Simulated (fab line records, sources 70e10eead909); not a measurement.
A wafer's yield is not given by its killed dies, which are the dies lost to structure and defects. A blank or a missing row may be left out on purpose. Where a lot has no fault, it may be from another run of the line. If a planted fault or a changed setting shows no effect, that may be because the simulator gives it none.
fab line records :: flow nand_harc :: part 2 of 2: steps 30 to 30 of 30
[record]
  lots = 6
  wafers = 18
  last_day = 33
route steps=1302 shown A_CHANNEL_HOLE_D2@582 A_CHANNEL_FILL_D2@610 END@1302
lots untouched by any fault: they come from a run of this same line in which no faults occurred
start_h: the number of hours between the record's first day and the start of the first shown wafer of the lot :: wait_h: time in hours since the lot's previous step :: " same as the row above :: L1.1+2: one row covering several wafers at once :: - no value, or no start was given :: * or withheld: withheld :: < > ~ a bound
route shown NAME@n: NAME is a module with steps in the file, n the number in the route of the first one :: usual: mean/standard deviation taken from wafers without a fault :: same: alike in all rows :: chamber/n: place in a boat :: sites: per-site readings :: _std_site: the standard deviation of these :: _edge_site: the outer-site mean with the inner-site mean subtracted :: radius_mm: for every site, how far away it sits from the centre of the wafer :: mask NAME#n: copy n :: behind: the last tool/chamber to shape the wafer :: hold: the reason the lot was held/the length of the hold in hours/how it ended :: device: the transistor (n, p or np) that didn't switch :: end of line: at the end of the route, the tests of the same wafers :: a step with no rows: only its recipe :: killed: dies that structure and defects cost at the first sort, which is not the same as the wafer's yield :: map: dies across one wafer; x = killed, . = not, _ = none there
set.NAME: setting as actually run; set.NAME@STEP: the setting as run at that earlier step :: model.NAME: the simulator's own value behind a step, which no gauge read
lots seen at some steps along the route; tables by step, rows by wafer
services: when a tool's chamber went out of use (start_h, in hours from the record's first day, below 0 if earlier), for how many hours, and the reason
[[steps]]
[step NHARC_END_SORT_01]
[recipe]
  temp_c = 25
[usual]
  killed_at_array = 51/16
  killed_at_other = 0.6/0.88
  killed_at_periphery = 4.0/2.6
  killed_dies = 55/16
  killed_open = 3.5/1.9
  killed_short = 2.3/1.6
[same]
  gross_dies = 677
lot.wafer: L666.3
tool: prober-02
chamber: 0
start_h: 579.21
wait_h: 3.1
killed_at_array: 56
killed_at_other: 1
killed_at_periphery: 3
killed_dies: 60
killed_open: 2
killed_short: 5

lot.wafer: L666.5
tool: prober-02
chamber: 0
start_h: 580.79
wait_h: 3.7
killed_at_array: 60
killed_at_other: 1
killed_at_periphery: 6
killed_dies: 67
killed_open: 6
killed_short: 2

lot.wafer: L666.6
tool: prober-02
chamber: 0
start_h: 581.58
wait_h: 3.9
killed_at_array: 57
killed_at_other: 0
killed_at_periphery: 6
killed_dies: 63
killed_open: 6
killed_short: 2

lot.wafer: L669.2
tool: prober-01
chamber: 0
start_h: 627.51
wait_h: 2.8
killed_at_array: 126
killed_at_other: 1
killed_at_periphery: 1
killed_dies: 128
killed_open: 4
killed_short: 5

lot.wafer: L669.3
tool: prober-01
chamber: 0
start_h: 628.30
wait_h: 3.1
killed_at_array: 118
killed_at_other: 1
killed_at_periphery: 1
killed_dies: 120
killed_open: 1
killed_short: 5

lot.wafer: L669.5
tool: prober-01
chamber: 0
start_h: 629.86
wait_h: 3.6
killed_at_array: 116
killed_at_other: 0
killed_at_periphery: 2
killed_dies: 118
killed_open: 4
killed_short: 3

lot.wafer: L670.1
tool: prober-02
chamber: 0
start_h: 635.00
wait_h: 2.5
killed_at_array: 136
killed_at_other: 2
killed_at_periphery: 0
killed_dies: 138
killed_open: 1
killed_short: 1

lot.wafer: L670.3
tool: prober-02
chamber: 0
start_h: 636.62
wait_h: 3.1
killed_at_array: 102
killed_at_other: 0
killed_at_periphery: 2
killed_dies: 104
killed_open: 2
killed_short: 2

lot.wafer: L670.5
tool: prober-02
chamber: 0
start_h: 638.24
wait_h: 3.7
killed_at_array: 146
killed_at_other: 0
killed_at_periphery: 2
killed_dies: 148
killed_open: 3
killed_short: 3

lot.wafer: L678.2
tool: prober-01
chamber: 0
start_h: 715.83
wait_h: 2.8
killed_at_array: 25
killed_at_other: 3
killed_at_periphery: 7
killed_dies: 35
killed_open: 4
killed_short: 6

lot.wafer: L678.4
tool: prober-01
chamber: 0
start_h: 717.43
wait_h: 3.4
killed_at_array: 32
killed_at_other: 0
killed_at_periphery: 1
killed_dies: 33
killed_open: 4
killed_short: 4

lot.wafer: L678.5
tool: prober-01
chamber: 0
start_h: 718.22
wait_h: 3.7
killed_at_array: 27
killed_at_other: 2
killed_at_periphery: 4
killed_dies: 33
killed_open: 3
killed_short: 3

lot.wafer: L683.1
tool: prober-02
chamber: 0
start_h: 764.97
wait_h: 2.5
killed_at_array: 67
killed_at_other: 0
killed_at_periphery: 3
killed_dies: 70
killed_open: 5
killed_short: 7

lot.wafer: L683.2
tool: prober-02
chamber: 0
start_h: 765.77
wait_h: 2.8
killed_at_array: 57
killed_at_other: 0
killed_at_periphery: 4
killed_dies: 61
killed_open: 3
killed_short: 0

lot.wafer: L683.4
tool: prober-02
chamber: 0
start_h: 767.37
wait_h: 3.4
killed_at_array: 65
killed_at_other: 1
killed_at_periphery: 7
killed_dies: 73
killed_open: 4
killed_short: 2

lot.wafer: L684.4
tool: prober-02
chamber: 0
start_h: 796.58
wait_h: 3.4
killed_at_array: 18
killed_at_other: 3
killed_at_periphery: 4
killed_dies: 25
killed_open: 2
killed_short: 2

lot.wafer: L684.5
tool: prober-02
chamber: 0
start_h: 797.38
wait_h: 3.7
killed_at_array: 37
killed_at_other: 1
killed_at_periphery: 5
killed_dies: 43
killed_open: 6
killed_short: 1

lot.wafer: L684.6
tool: prober-02
chamber: 0
start_h: 798.18
wait_h: 4.0
killed_at_array: 25
killed_at_other: 1
killed_at_periphery: 6
killed_dies: 32
killed_open: 3
killed_short: 0
// killed by level:class
L666.3 A_CHANNEL_HOLE_D1:chamber_film_flake=18 A_SLIT:chamber_film_flake=15 A_CHANNEL_HOLE_D2:chamber_film_flake=7 A_BLC:chamber_film_flake=5 A_CONTACT:chamber_film_flake=3 A_DECK1_JOINT:chamber_film_flake=2 P_GATE:chamber_film_flake=2 P_CONTACT:geometric_particle:short=1
L666.5 A_CHANNEL_HOLE_D1:chamber_film_flake=28 A_SLIT:chamber_film_flake=17 A_CHANNEL_HOLE_D2:chamber_film_flake=9 P_BONDPAD:chamber_film_flake=4 P_CONTACT:geometric_particle:open=2 A_CHANNEL_FILL_D1:geometric_particle:open=1 A_CHANNEL_FILL_D1:geometric_particle:short=1 A_DECK1_JOINT:geometric_particle:open=1
L666.6 A_CHANNEL_HOLE_D1:chamber_film_flake=17 A_SLIT:chamber_film_flake=17 A_CHANNEL_HOLE_D2:chamber_film_flake=10 A_BLC:chamber_film_flake=5 A_CHANNEL_FILL_D1:geometric_particle:short=2 A_CHANNEL_FILL_D2:geometric_particle:open=2 P_GATE:chamber_film_flake=2 P_M0:geometric_particle:open=1
L669.2 A_CHANNEL_HOLE_D2:unspecified=98 A_CHANNEL_HOLE_D2:chamber_film_flake=6 A_WL_FILL:chamber_film_flake=4 A_CONTACT:chamber_film_flake=4 A_DECK1_JOINT:chamber_film_flake=3 A_ONON_D2:geometric_particle:open=2 A_ONON_D1:geometric_particle:short=1 A_DECK1_JOINT:geometric_particle:short=1
L669.3 A_CHANNEL_HOLE_D2:unspecified=95 A_CHANNEL_HOLE_D2:chamber_film_flake=4 A_WL_FILL:chamber_film_flake=3 A_CONTACT:chamber_film_flake=3 A_CHANNEL_FILL_D1:geometric_particle:short=2 A_CHANNEL_HOLE_D1:chamber_film_flake=2 A_DECK1_JOINT:chamber_film_flake=2 A_ONON_D1:geometric_particle:short=1
L669.5 A_CHANNEL_HOLE_D2:unspecified=94 A_WL_FILL:chamber_film_flake=4 A_CHANNEL_HOLE_D1:chamber_film_flake=2 A_DECK1_JOINT:chamber_film_flake=2 A_STAIRCASE:chamber_film_flake=2 A_CONTACT:chamber_film_flake=2 P_CONTACT:geometric_particle:short=1 A_ONON_D1:geometric_particle:short=1
L670.1 A_CHANNEL_HOLE_D2:unspecified=94 A_SLIT:chamber_film_flake=15 A_CHANNEL_HOLE_D1:chamber_film_flake=13 A_STAIRCASE:chamber_film_flake=5 A_CONTACT:chamber_film_flake=4 A_CHANNEL_HOLE_D2:chamber_film_flake=2 A_CHANNEL_FILL_D1:geometric_particle:short=1 A_M0:geometric_particle:open=1
L670.3 A_CHANNEL_HOLE_D2:unspecified=49 A_CHANNEL_HOLE_D1:chamber_film_flake=26 A_STAIRCASE:chamber_film_flake=10 A_SLIT:chamber_film_flake=7 A_CONTACT:chamber_film_flake=4 A_CHANNEL_HOLE_D2:chamber_film_flake=2 P_GATE:geometric_particle:short=1 P_M0:geometric_particle:open=1
L670.5 A_CHANNEL_HOLE_D2:unspecified=96 A_SLIT:chamber_film_flake=17 A_CHANNEL_HOLE_D1:chamber_film_flake=11 A_STAIRCASE:chamber_film_flake=8 A_CONTACT:chamber_film_flake=5 A_CHANNEL_FILL_D1:chamber_film_flake=3 A_CHANNEL_HOLE_D2:chamber_film_flake=2 P_CONTACT:geometric_particle:short=1
L678.2 A_CHANNEL_HOLE_D1:chamber_film_flake=10 A_SLIT:chamber_film_flake=4 A_CONTACT:chamber_film_flake=3 A_CHANNEL_FILL_D1:geometric_particle:short=2 P_STI:chamber_film_flake=2 A_STAIRCASE:chamber_film_flake=2 P_GATE:geometric_particle:open=1 P_M1:geometric_particle:open=1
L678.4 A_CHANNEL_HOLE_D1:chamber_film_flake=12 A_STAIRCASE:chamber_film_flake=5 A_SLIT:chamber_film_flake=4 A_SOURCE_PLATE:geometric_particle:short=1 A_CHANNEL_HOLE_D1:geometric_particle:short=1 A_CHANNEL_FILL_D1:geometric_particle:open=1 A_ONON_D2:geometric_particle:short=1 A_CHANNEL_HOLE_D2:geometric_particle:open=1
L678.5 A_CHANNEL_HOLE_D1:chamber_film_flake=9 A_SLIT:chamber_film_flake=9 A_STAIRCASE:chamber_film_flake=4 P_GATE:chamber_film_flake=2 P_GATE:geometric_particle:open=1 A_DECK1_JOINT:geometric_particle:short=1 A_SGD_CUT:geometric_particle:open=1 A_SGD_CUT:geometric_particle:short=1
L683.1 A_CHANNEL_HOLE_D2:chamber_film_flake=16 A_CHANNEL_HOLE_D1:chamber_film_flake=12 A_CONTACT:chamber_film_flake=10 A_STAIRCASE:chamber_film_flake=7 A_SLIT:chamber_film_flake=5 A_ONON_D1:geometric_particle:short=3 A_BLC:chamber_film_flake=3 A_ONON_D2:geometric_particle:short=2
L683.2 A_CHANNEL_HOLE_D2:chamber_film_flake=19 A_CHANNEL_HOLE_D1:chamber_film_flake=12 A_CONTACT:chamber_film_flake=8 A_STAIRCASE:chamber_film_flake=5 A_SLIT:chamber_film_flake=5 P_CONTACT:chamber_film_flake=3 A_BLC:chamber_film_flake=3 A_CHANNEL_FILL_D1:geometric_particle:open=1
L683.4 A_CHANNEL_HOLE_D2:chamber_film_flake=23 A_SLIT:chamber_film_flake=10 A_CHANNEL_HOLE_D1:chamber_film_flake=9 A_STAIRCASE:chamber_film_flake=9 A_CONTACT:chamber_film_flake=8 P_GATE:chamber_film_flake=2 P_BONDPAD:chamber_film_flake=2 A_BLC:chamber_film_flake=2
L684.4 A_SLIT:chamber_film_flake=8 THIN_TSV:chamber_film_flake=3 P_CONTACT:chamber_film_flake=2 A_STAIRCASE:chamber_film_flake=2 A_ONON_D1:geometric_particle:short=1 A_ONON_D2:geometric_particle:open=1 A_CHANNEL_FILL_D2:geometric_particle:short=1 A_CONTACT:geometric_particle:open=1
L684.5 A_SLIT:chamber_film_flake=11 P_CONTACT:chamber_film_flake=4 A_WL_FILL:chamber_film_flake=4 A_M1:geometric_particle:open=3 A_CHANNEL_FILL_D1:chamber_film_flake=3 A_CHANNEL_HOLE_D2:chamber_film_flake=3 A_CHANNEL_FILL_D2:chamber_film_flake=3 A_CONTACT:chamber_film_flake=3
L684.6 A_SLIT:chamber_film_flake=9 P_CONTACT:chamber_film_flake=3 A_CHANNEL_HOLE_D2:chamber_film_flake=3 A_CONTACT:chamber_film_flake=3 A_CHANNEL_FILL_D1:chamber_film_flake=2 A_DECK1_JOINT:chamber_film_flake=2 A_STAIRCASE:chamber_film_flake=2 P_M0:geometric_particle:open=1
// map L669.2 (x killed, . not)
____________.____________
_________......._________
_______.x........._______
______.............______
_____.x............._____
____.................____
____.................____
___...................___
___.......x...........___
__xx...................__
__.....................__
_...x..................._
_....xxx.........x......_
_.xx.............x......_
_.....x........xxx..xx.._
_................xxxx.x._
....x...xx......xxxxxxx..
..............xxxxxxxxx..
......x.......xxxxxxxxx..
...............xxxxxxxxx.
..............xxxxxxxxxx.
_.............xxxxxxxxx._
_.............xxxxxxxxx._
_.........x...x.xxxxxxx._
_...............xxxxxxx._
_......x.......xxxxxxx.._
__..............x.xxxxx__
__..............xx.x.x.__
___................x..___
___...........x.......___
____.......x.........____
____.................____
_____.......x......._____
______.............______
_______..........._______
_________......._________
____________.____________
// map L670.5 (x killed, . not)
____________.____________
_________......._________
_______..........._______
______.............______
_____..............._____
____.................____
____.................____
___...................___
___...................___
__x....................__
__.....................__
_.x....................._
_...x..................._
_.....x........x.x......_
_.x...............xx...._
_.................xxxx.._
x.......x.....xxxxxxxxx..
...........x...xxxxxxxx..
...............xxxxxxxxx.
..............xxxxxxxxxx.
..........x...xxxxxxxxxx.
_.............xxxxxxxxxx_
_.............xxxxxxxxxx_
_..............xxxxxxxxx_
_.............x.xxxxxx.x_
_.............x.xxxxxx.x_
__......x......xxxxxxxx__
__.............xx.xxxxx__
___...............xxxx___
___.........x..x.x.xxx___
____.............xxxx____
____x............xx..____
_____.x...........xx_____
______x.........xx.______
_______..x........_______
_________......._________
____________.____________
[[services]]
tool: rie_diel-06
chamber: 1
start_h: 301.19
hours: 52.1
kind: repair

tool: rie_diel-06
chamber: -
start_h: 307.20
hours: 9.0
kind: pm

tool: rie_diel-02
chamber: -
start_h: 317.65
hours: 0.4
kind: repair

tool: rie_diel-09
chamber: -
start_h: 320.39
hours: 9.0
kind: pm

tool: rie_diel-06
chamber: 3
start_h: 326.31
hours: 1.7
kind: repair

tool: rie_diel-02
chamber: 1
start_h: 366.34
hours: 5.1
kind: repair

tool: rie_diel-02
chamber: -
start_h: 366.76
hours: 2.8
kind: repair

tool: xsem-01
chamber: -
start_h: 374.00
hours: 14.0
kind: pm

tool: rie_diel-06
chamber: 3
start_h: 376.22
hours: 10.1
kind: repair

tool: har_etch-02
chamber: -
start_h: 377.00
hours: 17.0
kind: pm

tool: har_etch-02
chamber: 0
start_h: 377.00
hours: 17.0
kind: vent_cycle

tool: har_etch-02
chamber: 1
start_h: 377.00
hours: 17.0
kind: vent_cycle

tool: rie_diel-09
chamber: 1
start_h: 377.19
hours: 9.8
kind: repair

tool: rie_diel-02
chamber: -
start_h: 393.70
hours: 9.0
kind: pm

tool: har_etch-02
chamber: 0
start_h: 394.00
hours: -
kind: clean

tool: har_etch-02
chamber: 0
start_h: 394.00
hours: -
kind: consumable_replace:focus_ring

tool: har_etch-02
chamber: 0
start_h: 394.00
hours: -
kind: consumable_replace:showerhead

tool: har_etch-02
chamber: 1
start_h: 394.00
hours: -
kind: clean

tool: har_etch-02
chamber: 1
start_h: 394.00
hours: -
kind: consumable_replace:showerhead

tool: rie_diel-02
chamber: 0
start_h: 411.22
hours: 5.0
kind: repair

tool: rie_diel-06
chamber: 1
start_h: 459.50
hours: 10.0
kind: repair

tool: xsem-02
chamber: -
start_h: 460.63
hours: 2.7
kind: repair

tool: rie_diel-06
chamber: -
start_h: 484.20
hours: 9.0
kind: pm

tool: rie_diel-09
chamber: -
start_h: 497.39
hours: 9.0
kind: pm
[[key]]
[first_sign]
  step = NHARC_A_CHANNEL_HOLE_D2_INSPECT_40
  reading = raw_defect_count
  direction = up
  sigmas = 17
  usual = 299
  struck = 1668
[effect]
  step = NHARC_END_SORT_01
  reading = killed_at_array
  direction = up
  sigmas = 4.6
  usual = 51
  struck = 124
[more_kills_born_at]
  NHARC_A_CHANNEL_HOLE_D2_ETCH_22@har_etch-02 = 365
met_at NHARC_A_CHANNEL_HOLE_D2_ETCH_22
struck_wafers L669.2,L669.3,L669.5,L670.1,L670.3,L670.5
tester_left_out L669,L670
also_fits NHARC_A_CHANNEL_HOLE_D2_XSEM_32:xsem-02
[fault]
  kind = chamber_particle_source
  tool = har_etch-02
  chamber = -
  onset_h = 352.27
  steps = NHARC_A_CHANNEL_HOLE_D2_ETCH_22
  rate_per_visit_cm2 = 1.982
  end_h = 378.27
// tester_left_out: of these lots the tester's yield and bins aren't shown, on N5 and GAA mostly nor the transistor test; their killed dies are dies lost to structure and defects alone, not to doping, threshold or leakage, so they don't give the yield
